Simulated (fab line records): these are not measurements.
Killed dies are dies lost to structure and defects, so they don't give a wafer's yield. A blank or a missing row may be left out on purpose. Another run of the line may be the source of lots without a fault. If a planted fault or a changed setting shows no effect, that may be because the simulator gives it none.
What tool caused it? | flow n5_finfet | 72 wafers from 24 lots sampled at 6 of the route's 1938 steps

== WHAT THE GAUGES SHOWED, per wafer ==
N5_BEOL_M6_CD_MEAS_18: pitch 80 nm, target cd 40 nm. Usual: cd_nm 40.0 nm, standard deviation 0.74.
lot  | measured     | on        | cd_nm (nm)     | flag
L076 | day 9 23:26  | cd_sem-02 | 38.7 39.6 39.8 |
L074 | day 10 08:48 | cd_sem-01 | 39.8 41.1 40.3 |
L075 | day 10 08:50 | cd_sem-01 | 39.3 38.7 39.6 |
L077 | day 10 12:19 | cd_sem-01 | 41.4 41.8 41.2 |
L078 | day 11 08:31 | cd_sem-03 | 39.6 39.5 39.4 |
L080 | day 11 09:11 | cd_sem-03 | 38.9 40.0 39.7 |
L081 | day 11 12:30 | cd_sem-01 | 40.0 38.5 39.2 |
L079 | day 11 12:46 | cd_sem-01 | 39.1 39.4 39.4 |
L082 | day 11 18:59 | cd_sem-02 | 40.4 40.3 40.3 |
L083 | day 12 12:50 | cd_sem-02 | 40.3 40.1 40.7 |
L084 | day 12 15:43 | cd_sem-01 | 40.3 40.7 39.6 |
L087 | day 12 23:59 | cd_sem-02 | 40.6 40.2 40.4 |
L086 | day 13 00:13 | cd_sem-01 | 39.7 38.8 39.3 |
L085 | day 13 04:52 | cd_sem-01 | 40.6 40.5 40.4 |
L089 | day 14 06:30 | cd_sem-02 | 40.6 40.0 40.1 |
L091 | day 14 10:53 | cd_sem-02 | 41.1 40.7 40.6 |
L088 | day 14 11:02 | cd_sem-01 | 39.9 39.7 40.4 |
L090 | day 14 11:02 | cd_sem-02 | 40.3 40.8 40.9 |
L092 | day 14 16:02 | cd_sem-01 | 40.1 40.2 40.0 |
L094 | day 14 18:59 | cd_sem-02 | 40.1 39.0 39.3 |
L093 | day 15 00:22 | cd_sem-03 | 39.1 38.9 40.1 |
L095 | day 15 16:00 | cd_sem-03 | 39.3 39.2 39.7 |
L096 | day 15 16:45 | cd_sem-02 | 40.9 40.0 40.4 |
L097 | day 15 20:24 | cd_sem-03 | 40.8 40.4 40.4 |

N5_BEOL_M6_INSPECT_30: inspects for defects (brightfield). Usual: raw_defect_count 450, standard deviation 130.
lot  | measured     | on                | raw_defect_count | flag
L076 | day 10 03:38 | defect_inspect-01 | 327 432 411      |
L074 | day 10 10:39 | defect_inspect-02 | 349 361 347      |
L075 | day 10 10:49 | defect_inspect-02 | 806 577 658      |
L077 | day 10 14:08 | defect_inspect-02 | 515 664 505      |
L078 | day 11 10:13 | defect_inspect-02 | 489 590 674      |
L080 | day 11 10:15 | defect_inspect-02 | 568 592 608      |
L081 | day 11 14:50 | defect_inspect-02 | 456 510 644      |
L079 | day 11 15:01 | defect_inspect-02 | 497 463 361      |
L082 | day 11 19:25 | defect_inspect-02 | 753 549 586      |
L083 | day 12 14:24 | defect_inspect-02 | 472 445 492      |
L084 | day 12 17:41 | defect_inspect-02 | 475 530 607      |
L087 | day 13 03:59 | defect_inspect-01 | 251 276 371      |
L086 | day 13 03:47 | defect_inspect-01 | 291 398 372      |
L085 | day 13 07:04 | defect_inspect-02 | 432 526 593      |
L089 | day 14 09:03 | defect_inspect-01 | 380 261 339      |
L091 | day 14 11:23 | defect_inspect-01 | 382 458 294      |
L088 | day 14 13:53 | defect_inspect-02 | 439 517 513      |
L090 | day 14 13:50 | defect_inspect-02 | 528 553 669      |
L092 | day 14 17:47 | defect_inspect-02 | 475 411 684      |
L094 | day 14 19:23 | defect_inspect-02 | 375 507 270      |
L093 | day 15 00:45 | defect_inspect-01 | 321 327 358      |
L095 | day 15 17:11 | defect_inspect-01 | 264 419 425      |
L096 | day 15 19:15 | defect_inspect-01 | 429 404 250      |
L097 | day 15 20:48 | defect_inspect-01 | 310 354 346      |

N5_BEOL_M6_THK_MEAS_53: measures by xrf. Usual: M6_THK gives 79.1 nm (standard deviation 2).
lot  | measured     | on            | M6_THK (nm)    | flag
L076 | day 10 06:38 | film_metro-02 | 76.8 77.3 77.5 |
L074 | day 10 14:23 | film_metro-02 | 83.2 81.5 82.1 |
L075 | day 10 14:40 | film_metro-01 | 80.6 77.7 79.3 |
L077 | day 10 16:43 | film_metro-02 | 79.2 78.6 81.0 |
L078 | day 11 13:22 | film_metro-01 | 78.5 79.8 75.8 |
L080 | day 11 13:25 | film_metro-01 | 79.5 77.1 76.8 |
L081 | day 11 17:43 | film_metro-02 | 80.1 78.0 78.2 |
L079 | day 11 18:16 | film_metro-02 | 79.2 78.6 79.2 |
L082 | day 11 23:50 | film_metro-01 | 78.9 80.0 79.8 |
L083 | day 12 18:13 | film_metro-01 | 78.9 82.2 84.0 |
L084 | day 12 21:05 | film_metro-01 | 78.4 79.9 80.1 |
L087 | day 13 08:20 | film_metro-01 | 77.0 79.1 79.9 |
L086 | day 13 06:40 | film_metro-01 | 81.8 79.3 83.2 |
L085 | day 13 09:46 | film_metro-02 | 80.1 81.6 81.2 |
L089 | day 14 12:43 | film_metro-01 | 79.2 76.5 77.8 |
L091 | day 14 15:38 | film_metro-02 | 76.4 78.2 75.6 |
L088 | day 14 16:59 | film_metro-02 | 79.7 76.1 79.2 |
L090 | day 14 16:39 | film_metro-01 | 80.7 78.8 79.2 |
L092 | day 14 21:31 | film_metro-02 | 78.3 81.3 80.4 |
L094 | day 14 22:22 | film_metro-01 | 77.9 75.6 77.5 |
L093 | day 15 04:59 | film_metro-02 | 81.7 79.3 79.4 |
L095 | day 15 20:58 | film_metro-02 | 77.5 76.7 77.4 |
L096 | day 15 22:04 | film_metro-01 | 76.5 76.5 76.6 |
L097 | day 16 01:24 | film_metro-01 | 79.6 77.6 80.5 |

N5_BEOL_M6_RS_MEAS_57: uses a four-point probe to measure. Usual: M6_RS gives 0.290 ohm/sq (standard deviation 0.0086).
lot  | measured     | on            | M6_RS (ohm/sq)    | flag
L076 | day 10 06:48 | film_metro-02 | 0.299 0.297 0.298 |
L074 | day 10 14:33 | film_metro-01 | 0.275 0.283 0.280 |
L075 | day 10 14:48 | film_metro-01 | 0.286 0.298 0.290 |
L077 | day 10 16:53 | film_metro-01 | 0.290 0.294 0.285 |
L078 | day 11 13:29 | film_metro-01 | 0.291 0.287 0.305 |
L080 | day 11 13:33 | film_metro-01 | 0.287 0.297 0.299 |
L081 | day 11 17:50 | film_metro-02 | 0.286 0.296 0.296 |
L079 | day 11 18:25 | film_metro-02 | 0.290 0.294 0.290 |
L082 | day 11 23:58 | film_metro-02 | 0.288 0.284 0.286 |
L083 | day 12 18:21 | film_metro-02 | 0.291 0.277 0.271 |
L084 | day 12 21:13 | film_metro-01 | 0.293 0.288 0.286 |
L087 | day 13 08:28 | film_metro-01 | 0.294 0.286 0.282 |
L086 | day 13 06:48 | film_metro-01 | 0.275 0.285 0.271 |
L085 | day 13 09:55 | film_metro-01 | 0.286 0.282 0.282 |
L089 | day 14 12:51 | film_metro-02 | 0.287 0.298 0.294 |
L091 | day 14 15:46 | film_metro-01 | 0.306 0.298 0.311 |
L088 | day 14 17:07 | film_metro-01 | 0.284 0.299 0.286 |
L090 | day 14 16:47 | film_metro-01 | 0.281 0.289 0.287 |
L092 | day 14 21:39 | film_metro-01 | 0.294 0.283 0.284 |
L094 | day 14 22:32 | film_metro-02 | 0.292 0.304 0.294 |
L093 | day 15 05:07 | film_metro-02 | 0.284 0.293 0.292 |
L095 | day 15 21:06 | film_metro-01 | 0.299 0.302 0.299 |
L096 | day 15 22:12 | film_metro-01 | 0.297 0.297 0.296 |
L097 | day 16 01:34 | film_metro-02 | 0.290 0.301 0.285 |

N5_BEOL_M7_INSPECT_13: inspects for defects (brightfield). Usual: raw_defect_count 442, standard deviation 120.
lot  | measured     | on                | raw_defect_count | flag
L076 | day 10 11:29 | defect_inspect-01 | 413 374 322      |
L074 | day 10 15:55 | defect_inspect-02 | 598 523 505      |
L075 | day 10 18:28 | defect_inspect-01 | 872 829 572      |
L077 | day 10 19:11 | defect_inspect-01 | 346 324 313      |
L078 | day 11 16:08 | defect_inspect-01 | 261 445 362      |
L080 | day 11 16:19 | defect_inspect-02 | 475 503 497      |
L081 | day 11 20:35 | defect_inspect-01 | 388 405 293      |
L079 | day 11 20:46 | defect_inspect-02 | 501 547 563      |
L082 | day 12 03:17 | defect_inspect-02 | 604 539 608      |
L083 | day 12 20:32 | defect_inspect-02 | 782 655 661      |
L084 | day 12 23:55 | defect_inspect-02 | 394 380 361      |
L087 | day 13 11:26 | defect_inspect-01 | 216 266 280      |
L086 | day 13 08:41 | defect_inspect-02 | 333 419 374      |
L085 | day 13 11:36 | defect_inspect-02 | 363 505 413      |
L089 | day 14 15:25 | defect_inspect-02 | 607 393 555      |
L091 | day 14 18:10 | defect_inspect-02 | 437 575 504      |
L088 | day 14 19:44 | defect_inspect-02 | 589 694 533      |
L090 | day 14 18:49 | defect_inspect-01 | 414 358 389      |
L092 | day 15 00:03 | defect_inspect-01 | 480 509 344      |
L094 | day 15 00:43 | defect_inspect-01 | 333 439 272      |
L093 | day 15 06:47 | defect_inspect-01 | 432 303 555      |
L095 | day 15 22:40 | defect_inspect-01 | 370 297 392      |
L096 | day 16 01:11 | defect_inspect-02 | 443 359 453      |
L097 | day 16 05:17 | defect_inspect-01 | 384 407 304      |

== WHAT TOOL EACH LOT RAN ON (gives the tool, then ch and the chambers of the sampled wafers, and finally the start) ==
lot  | N5_BEOL_M6_STRIP_67
L076 | rie_diel-03 ch 1,2,3, day 9 23:13
L074 | rie_diel-06 ch 0,3, day 10 08:33
L075 | rie_diel-04 ch 0,2,3, day 10 08:35
L077 | rie_diel-06 ch 0,1,3, day 10 12:05
L078 | rie_diel-04 ch 0,1,3, day 11 08:17
L080 | rie_diel-06 ch 0,1,3, day 11 08:56
L081 | rie_diel-04 ch 2,3, day 11 12:13
L079 | rie_diel-06 ch 0,2, day 11 12:32
L082 | rie_diel-03 ch 0,3, day 11 18:46
L083 | rie_diel-03 ch 0,1,3, day 12 12:37
L084 | rie_diel-06 ch 0,1, day 12 15:26
L087 | rie_diel-03 ch 0,1,3, day 12 23:45
L086 | rie_diel-04 ch 1,3, day 12 23:53
L085 | rie_diel-04 ch 1,3, day 13 04:37
L089 | rie_diel-04 ch 0,3, day 14 06:11
L091 | rie_diel-06 ch 1,2, day 14 10:39
L088 | rie_diel-03 ch 2,3, day 14 10:43
L090 | rie_diel-04 ch 1,2, day 14 10:47
L092 | rie_diel-03 ch 3, day 14 15:27
L094 | rie_diel-04 ch 0,1, day 14 18:37
L093 | rie_diel-03 ch 0,2,3, day 15 00:08
L095 | rie_diel-04 ch 0,2, day 15 15:47
L096 | rie_diel-03 ch 0,1, day 15 16:32
L097 | rie_diel-03 ch 0,2,3, day 15 20:11
- N5_BEOL_M6_STRIP_67: strips in CF4.

== AS READ BY THE TOOLS THEMSELVES (means over the sampled wafers that have a number; for cases with no such wafer, the mark the record gives instead) ==
N5_BEOL_M6_STRIP_67. Usual: drypump_motor_current_A 5.6 A, standard deviation 0.49; oes_product_au 0.79 a.u., standard deviation 0.074; rf_vpp_V 270.9 V, standard deviation 1.6; showerhead_plenum_p_Torr 1.78 Torr, standard deviation 0.067; throttle_valve_pct 13.57 %, standard deviation 0.15.
lot  | tool        | drypump_motor_current_A (A) | oes_product_au (a.u.) | rf_vpp_V (V) | showerhead_plenum_p_Torr (Torr) | throttle_valve_pct (%) | flag
L076 | rie_diel-03 | 5.9                         | 0.80                  | 269.9        | 1.76                            | 13.44                  |
L074 | rie_diel-06 | 5.1                         | 0.90                  | 271.5        | 1.86                            | 13.54                  |
L075 | rie_diel-04 | 5.9                         | 0.73                  | 270.6        | 1.75                            | 13.71                  |
L077 | rie_diel-06 | 5.4                         | 0.89                  | 273.4        | 1.88                            | 13.54                  |
L078 | rie_diel-04 | 5.5                         | 0.74                  | 269.7        | 1.74                            | 13.52                  |
L080 | rie_diel-06 | 5.4                         | 0.87                  | 271.8        | 1.88                            | 13.57                  |
L081 | rie_diel-04 | 6.1                         | 0.68                  | 270.5        | 1.77                            | 13.75                  |
L079 | rie_diel-06 | 5.3                         | 0.89                  | 271.7        | 1.83                            | 13.44                  |
L082 | rie_diel-03 | 5.5                         | 0.78                  | 270.4        | 1.77                            | 13.47                  |
L083 | rie_diel-03 | 5.7                         | 0.77                  | 271.2        | 1.80                            | 13.48                  |
L084 | rie_diel-06 | 5.7                         | 0.85                  | 272.8        | 1.88                            | 13.53                  |
L087 | rie_diel-03 | 5.7                         | 0.77                  | 271.6        | 1.79                            | 13.49                  |
L086 | rie_diel-04 | 5.7                         | 0.71                  | 269.5        | 1.74                            | 13.55                  |
L085 | rie_diel-04 | 5.7                         | 0.71                  | 269.7        | 1.74                            | 13.55                  |
L089 | rie_diel-04 | 5.2                         | 0.74                  | 269.7        | 1.73                            | 13.62                  |
L091 | rie_diel-06 | 5.7                         | 0.85                  | 272.6        | 1.88                            | 13.49                  |
L088 | rie_diel-03 | 5.6                         | 0.78                  | 269.9        | 1.73                            | 13.63                  |
L090 | rie_diel-04 | 6.4                         | 0.89                  | 270.4        | 1.74                            | 13.51                  |
L092 | rie_diel-03 | 5.7                         | 0.76                  | 269.8        | 1.71                            | 13.43                  |
L094 | rie_diel-04 | 5.4                         | 0.73                  | 269.4        | 1.71                            | 13.57                  |
L093 | rie_diel-03 | 5.5                         | 0.76                  | 271.0        | 1.77                            | 13.65                  |
L095 | rie_diel-04 | 6.2                         | 0.87                  | 271.4        | 1.74                            | 13.56                  |
L096 | rie_diel-03 | 5.9                         | 0.75                  | 272.1        | 1.81                            | 13.51                  |
L097 | rie_diel-03 | 5.5                         | 0.76                  | 270.9        | 1.76                            | 13.66                  |

== THE ANSWER, worked out from the rows above alone ==
Rule: a lot counts as off when the mean over its wafers that have a number is more than 3 standard deviations away from the usual mean. A lot without any number at a reading at which 4 lots or more have one is off too. Where the step has rows for the other lots, those lots are counted as sound. First the gauges in route order, then the tools' own readings, where a lot's mean is used as printed above. The first step at which some lot is off is used, and at that step the reading that is off furthest; a lot without a number counts as furthest.
No lot is off on any of the readings shown, so nothing can be concluded from this.

== WHAT THE SIMULATOR HAD PUT IN ==
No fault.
